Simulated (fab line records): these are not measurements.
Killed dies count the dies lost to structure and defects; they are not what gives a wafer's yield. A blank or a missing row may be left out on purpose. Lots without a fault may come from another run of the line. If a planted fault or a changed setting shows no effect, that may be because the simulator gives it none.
A sampling plan put to the test | flow n5_finfet | one line in one fab, 35 faults in these records, each fault weighed on the records of the lots it struck
Plan = the line's own looks (route steps where a gauge or an inspection reads the wafer without altering it). A look can be judged if struck wafers have a number there and the file gives its usual mean and standard deviation on fault-free wafers. Caught: the struck wafers' mean, at a look after the fault's first step, is 4 or more of those standard deviations (sigma) away from the usual mean. On the tool: the identical test, applied to the tool's own readings at the steps of the fault. Caught also covers a different recipe on the struck wafers, or a record left blank for those wafers only.

== THE FAULTS, as the simulator had put them in ==
1. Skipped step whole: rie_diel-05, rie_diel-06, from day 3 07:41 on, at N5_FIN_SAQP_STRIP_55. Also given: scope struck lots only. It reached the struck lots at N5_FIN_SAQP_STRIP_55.
2. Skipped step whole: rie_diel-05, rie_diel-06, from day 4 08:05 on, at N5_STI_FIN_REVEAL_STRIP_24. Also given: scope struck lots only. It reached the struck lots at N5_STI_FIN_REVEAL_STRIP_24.
3. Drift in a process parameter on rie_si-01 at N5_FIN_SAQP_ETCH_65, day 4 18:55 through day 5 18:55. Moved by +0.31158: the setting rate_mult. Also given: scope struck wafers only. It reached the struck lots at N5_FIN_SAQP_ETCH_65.
4. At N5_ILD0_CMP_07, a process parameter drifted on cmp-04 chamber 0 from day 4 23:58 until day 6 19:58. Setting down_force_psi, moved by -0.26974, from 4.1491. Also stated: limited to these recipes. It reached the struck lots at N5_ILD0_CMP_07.
5. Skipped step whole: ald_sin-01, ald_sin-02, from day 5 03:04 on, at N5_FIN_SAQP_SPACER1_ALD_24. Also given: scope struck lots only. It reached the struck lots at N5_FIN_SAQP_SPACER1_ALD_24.
6. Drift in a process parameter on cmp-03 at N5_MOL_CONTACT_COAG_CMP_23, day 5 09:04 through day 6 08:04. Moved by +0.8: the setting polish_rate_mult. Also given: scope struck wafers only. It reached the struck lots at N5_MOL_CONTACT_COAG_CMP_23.
7. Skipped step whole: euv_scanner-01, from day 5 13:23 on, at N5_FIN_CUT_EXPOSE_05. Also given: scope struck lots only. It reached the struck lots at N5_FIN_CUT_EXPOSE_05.
8. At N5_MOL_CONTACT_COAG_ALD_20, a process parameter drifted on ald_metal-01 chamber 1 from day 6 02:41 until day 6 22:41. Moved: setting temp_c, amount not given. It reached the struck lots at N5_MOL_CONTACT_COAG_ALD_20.
9. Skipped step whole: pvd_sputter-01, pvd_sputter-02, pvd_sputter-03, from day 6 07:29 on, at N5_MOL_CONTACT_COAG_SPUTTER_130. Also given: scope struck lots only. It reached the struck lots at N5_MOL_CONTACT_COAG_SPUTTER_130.
10. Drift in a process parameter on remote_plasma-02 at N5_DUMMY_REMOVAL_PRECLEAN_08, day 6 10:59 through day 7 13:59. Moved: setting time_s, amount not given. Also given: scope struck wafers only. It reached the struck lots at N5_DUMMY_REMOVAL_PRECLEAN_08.
11. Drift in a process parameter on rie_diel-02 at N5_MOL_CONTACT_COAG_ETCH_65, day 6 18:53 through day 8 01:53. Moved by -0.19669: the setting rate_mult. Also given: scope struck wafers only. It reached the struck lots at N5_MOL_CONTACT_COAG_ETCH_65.
12. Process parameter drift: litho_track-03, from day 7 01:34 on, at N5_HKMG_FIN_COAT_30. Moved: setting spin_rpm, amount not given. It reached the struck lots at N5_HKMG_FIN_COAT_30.
13. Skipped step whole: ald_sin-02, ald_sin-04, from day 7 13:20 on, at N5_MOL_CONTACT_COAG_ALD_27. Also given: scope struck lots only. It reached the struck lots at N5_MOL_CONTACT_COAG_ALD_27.
14. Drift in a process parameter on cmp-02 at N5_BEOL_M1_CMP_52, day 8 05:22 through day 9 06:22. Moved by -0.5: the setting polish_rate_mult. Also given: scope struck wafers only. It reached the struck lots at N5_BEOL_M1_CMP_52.
15. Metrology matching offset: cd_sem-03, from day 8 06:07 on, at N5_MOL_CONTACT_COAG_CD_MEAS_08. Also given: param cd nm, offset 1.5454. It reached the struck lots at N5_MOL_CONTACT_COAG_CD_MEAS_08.
16. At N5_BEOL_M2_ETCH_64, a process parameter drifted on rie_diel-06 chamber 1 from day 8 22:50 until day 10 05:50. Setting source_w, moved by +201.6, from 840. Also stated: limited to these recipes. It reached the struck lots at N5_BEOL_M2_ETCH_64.
17. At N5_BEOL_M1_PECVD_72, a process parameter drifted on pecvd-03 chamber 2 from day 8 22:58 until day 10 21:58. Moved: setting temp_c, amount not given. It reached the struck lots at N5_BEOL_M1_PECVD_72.
18. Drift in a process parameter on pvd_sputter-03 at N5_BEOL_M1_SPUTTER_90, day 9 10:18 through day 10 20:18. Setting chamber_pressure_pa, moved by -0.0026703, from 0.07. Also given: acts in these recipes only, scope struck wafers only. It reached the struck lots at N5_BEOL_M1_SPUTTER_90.
19. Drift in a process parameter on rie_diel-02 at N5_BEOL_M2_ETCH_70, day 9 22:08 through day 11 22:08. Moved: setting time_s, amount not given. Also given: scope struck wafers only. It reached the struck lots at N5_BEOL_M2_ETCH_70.
20. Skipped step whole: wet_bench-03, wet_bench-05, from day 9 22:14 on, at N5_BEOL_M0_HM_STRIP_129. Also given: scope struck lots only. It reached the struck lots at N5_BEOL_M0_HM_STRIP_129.
21. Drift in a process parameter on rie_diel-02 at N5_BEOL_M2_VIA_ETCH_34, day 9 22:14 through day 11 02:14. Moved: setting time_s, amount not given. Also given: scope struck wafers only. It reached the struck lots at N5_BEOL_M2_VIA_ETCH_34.
22. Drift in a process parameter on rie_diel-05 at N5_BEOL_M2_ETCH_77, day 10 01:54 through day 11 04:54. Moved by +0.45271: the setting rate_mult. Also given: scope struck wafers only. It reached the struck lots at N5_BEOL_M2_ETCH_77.
23. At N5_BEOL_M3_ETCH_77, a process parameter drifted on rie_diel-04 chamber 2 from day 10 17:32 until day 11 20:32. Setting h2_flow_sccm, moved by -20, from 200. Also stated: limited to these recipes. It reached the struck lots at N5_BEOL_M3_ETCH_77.
24. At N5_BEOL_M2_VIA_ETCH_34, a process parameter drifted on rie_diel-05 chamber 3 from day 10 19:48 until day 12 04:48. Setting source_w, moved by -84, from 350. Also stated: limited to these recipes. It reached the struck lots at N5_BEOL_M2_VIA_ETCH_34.
25. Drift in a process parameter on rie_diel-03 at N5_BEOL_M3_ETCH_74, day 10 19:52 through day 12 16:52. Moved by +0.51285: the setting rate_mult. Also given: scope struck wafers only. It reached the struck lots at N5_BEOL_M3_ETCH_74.
26. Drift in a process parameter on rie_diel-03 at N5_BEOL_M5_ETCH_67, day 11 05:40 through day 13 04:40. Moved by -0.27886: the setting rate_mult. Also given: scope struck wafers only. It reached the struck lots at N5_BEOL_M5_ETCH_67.
27. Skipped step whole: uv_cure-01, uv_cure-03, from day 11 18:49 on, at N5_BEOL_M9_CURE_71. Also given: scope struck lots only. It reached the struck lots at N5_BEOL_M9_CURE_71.
28. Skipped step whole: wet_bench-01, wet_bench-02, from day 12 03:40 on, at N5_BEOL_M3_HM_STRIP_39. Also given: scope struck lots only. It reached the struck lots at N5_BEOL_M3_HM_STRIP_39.
29. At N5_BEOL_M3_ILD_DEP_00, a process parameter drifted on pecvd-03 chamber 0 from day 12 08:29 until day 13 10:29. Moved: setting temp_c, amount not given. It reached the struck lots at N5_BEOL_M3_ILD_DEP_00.
30. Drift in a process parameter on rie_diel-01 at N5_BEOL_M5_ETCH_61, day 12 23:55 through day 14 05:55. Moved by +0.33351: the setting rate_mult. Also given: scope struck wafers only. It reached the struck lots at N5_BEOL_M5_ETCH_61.
31. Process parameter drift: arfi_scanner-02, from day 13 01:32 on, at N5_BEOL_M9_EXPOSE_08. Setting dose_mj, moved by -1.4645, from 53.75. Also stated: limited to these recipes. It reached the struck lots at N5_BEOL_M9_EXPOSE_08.
32. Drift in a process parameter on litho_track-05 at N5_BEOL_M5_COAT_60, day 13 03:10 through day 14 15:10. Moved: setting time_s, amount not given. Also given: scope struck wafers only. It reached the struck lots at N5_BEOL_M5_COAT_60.
33. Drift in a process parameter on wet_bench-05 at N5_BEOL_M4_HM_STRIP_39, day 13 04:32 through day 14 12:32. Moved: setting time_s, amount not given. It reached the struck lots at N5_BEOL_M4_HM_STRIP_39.
34. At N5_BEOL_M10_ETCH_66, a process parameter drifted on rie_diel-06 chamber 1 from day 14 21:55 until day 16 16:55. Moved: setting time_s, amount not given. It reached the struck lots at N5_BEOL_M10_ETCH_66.
35. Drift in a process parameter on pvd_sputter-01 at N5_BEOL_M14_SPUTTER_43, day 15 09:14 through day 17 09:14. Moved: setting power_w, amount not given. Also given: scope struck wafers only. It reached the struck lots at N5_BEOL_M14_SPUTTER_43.

== WHAT THE PLAN SAW ==
fault | on the tool itself                               | first look that catches it                   | reading, sigma                                    | median hours from its first step to that look | hours from the fault's start to the first struck lot there | judged looks passed uncaught
1     | the tool's record is blank for the struck wafers | not the one look that can be judged after it | -                                                 | -                                             | -                                                          | 1
2     | the tool's record is blank for the struck wafers | not the one look that can be judged after it | -                                                 | -                                             | -                                                          | 1
3     | oes_product_au +12 sigma                         | not the one look that can be judged after it | -                                                 | -                                             | -                                                          | 1
4     | head_pressure_psi -32 sigma                      | not the one look that can be judged after it | -                                                 | -                                             | -                                                          | 1
5     | the tool's record is blank for the struck wafers | no look after it can be judged               | -                                                 | -                                             | -                                                          | 0
6     | under 2 sigma                                    | N5_MOL_CONTACT_COAG_THK_MEAS_29              | MD_CAP_THK -21                                    | 2.7                                           | 4                                                          | 0
7     | no reading that can be judged                    | no look after it can be judged               | -                                                 | -                                             | -                                                          | 0
8     | susceptor_temp_C -51 sigma                       | not the one look that can be judged after it | strongest: DIBL_P at N5_BEOL_M4_RC_MEAS_101, -2.6 | -                                             | -                                                          | 1
9     | the tool's record is blank for the struck wafers | not the one look that can be judged after it | -                                                 | -                                             | -                                                          | 1
10    | under 2 sigma                                    | not the one look that can be judged after it | -                                                 | -                                             | -                                                          | 1
11    | etch_rf_on_time_s +13 sigma                      | not the one look that can be judged after it | -                                                 | -                                             | -                                                          | 1
12    | spin_speed_rpm -99 or beyond sigma               | no look after it can be judged               | -                                                 | -                                             | -                                                          | 0
13    | the tool's record is blank for the struck wafers | no look after it can be judged               | -                                                 | -                                             | -                                                          | 0
14    | overpolish_run_s -99 or beyond sigma             | N5_BEOL_M1_THK_MEAS_53                       | M1_THK +78                                        | 0.3                                           | 9                                                          | 0
15    | cd_nm +6.7 sigma                                 | not the one look that can be judged after it | -                                                 | -                                             | -                                                          | 1
16    | rf_fwd_power_W +82 sigma                         | not the one look that can be judged after it | -                                                 | -                                             | -                                                          | 1
17    | susceptor_temp_C -53 sigma                       | not the one look that can be judged after it | -                                                 | -                                             | -                                                          | 1
18    | chamber_pressure_pa -21 sigma                    | not the one look that can be judged after it | -                                                 | -                                             | -                                                          | 1
19    | run_length_s +47 sigma                           | not the one look that can be judged after it | -                                                 | -                                             | -                                                          | 1
20    | the tool's record is blank for the struck wafers | not the one look that can be judged after it | -                                                 | -                                             | -                                                          | 1
21    | run_length_s +10 sigma                           | not the one look that can be judged after it | -                                                 | -                                             | -                                                          | 1
22    | etch_rf_on_time_s -14 sigma                      | not the one look that can be judged after it | -                                                 | -                                             | -                                                          | 1
23    | h2_flow_sccm -37 sigma                           | not the one look that can be judged after it | -                                                 | -                                             | -                                                          | 1
24    | rf_fwd_power_W -62 sigma                         | not the one look that can be judged after it | -                                                 | -                                             | -                                                          | 1
25    | etch_rf_on_time_s -10 sigma                      | not the one look that can be judged after it | -                                                 | -                                             | -                                                          | 1
26    | etch_rf_on_time_s +14 sigma                      | not the one look that can be judged after it | -                                                 | -                                             | -                                                          | 1
27    | the tool's record is blank for the struck wafers | N5_BEOL_M9_THK_MEAS_01                       | M9_ILD_THK +11                                    | 1.0                                           | 5                                                          | 0
28    | no reading that can be judged                    | not the one look that can be judged after it | -                                                 | -                                             | -                                                          | 1
29    | susceptor_temp_C +26 sigma                       | not the one look that can be judged after it | -                                                 | -                                             | -                                                          | 1
30    | etch_rf_on_time_s -8.0 sigma                     | no look after it can be judged               | -                                                 | -                                             | -                                                          | 0
31    | exposure_dose_mJ_cm2 -24 sigma                   | not the one look that can be judged after it | -                                                 | -                                             | -                                                          | 1
32    | run_length_s -99 or beyond sigma                 | no look after it can be judged               | -                                                 | -                                             | -                                                          | 0
33    | run_length_s -5.9 sigma                          | not the one look that can be judged after it | -                                                 | -                                             | -                                                          | 1
34    | run_length_s +83 sigma                           | no look after it can be judged               | -                                                 | -                                             | -                                                          | 0
35    | cathode_dc_power_W +99 or beyond sigma           | not the one look that can be judged after it | -                                                 | -                                             | -                                                          | 1
A dash: the fault isn't caught, or these records don't give the number.

Caught at a look: 3 of 35. Caught on the tool: 31 of 35. By one or the other: 32 of 35.
Faults 1, 2, 3, 4, 5, 8, 9, 11, 12, 13, 15, 16, 17, 18, 19, 20, 21, 22, 23, 24, 25, 26, 29, 30, 31, 32, 33, 34, 35 were caught on the tool alone.
Caught at a look alone: fault 6.
Caught by neither: faults 7, 10, 28.

== THINNER SAMPLING ==
In the worst case, this is how late the first struck lot would be measured if the look that catches a fault measured only every second or every third lot, by lot number:
fault | struck lots at that look, in order of time | every lot | every second lot | every third lot
6     | L852, L855                                 | 4 h       | 21 h             | may miss all 2
14    | L956, L957                                 | 9 h       | 17 h             | may miss all 2
27    | L124, L126, L125                           | 5 h       | 22 h             | 22 h
Hours count from the start of the fault until the first struck lot that is measured. The limit of 4 sigma was tested on all struck wafers together, so one lot alone may lie under it. Other struck lots may not be in these records.

== THE LONGEST TIMED WAY FROM STEP TO LOOK ==
Fault 6: a median of 2.7 hours passes between N5_MOL_CONTACT_COAG_CMP_23 and N5_MOL_CONTACT_COAG_THK_MEAS_29. No look between them can be judged.
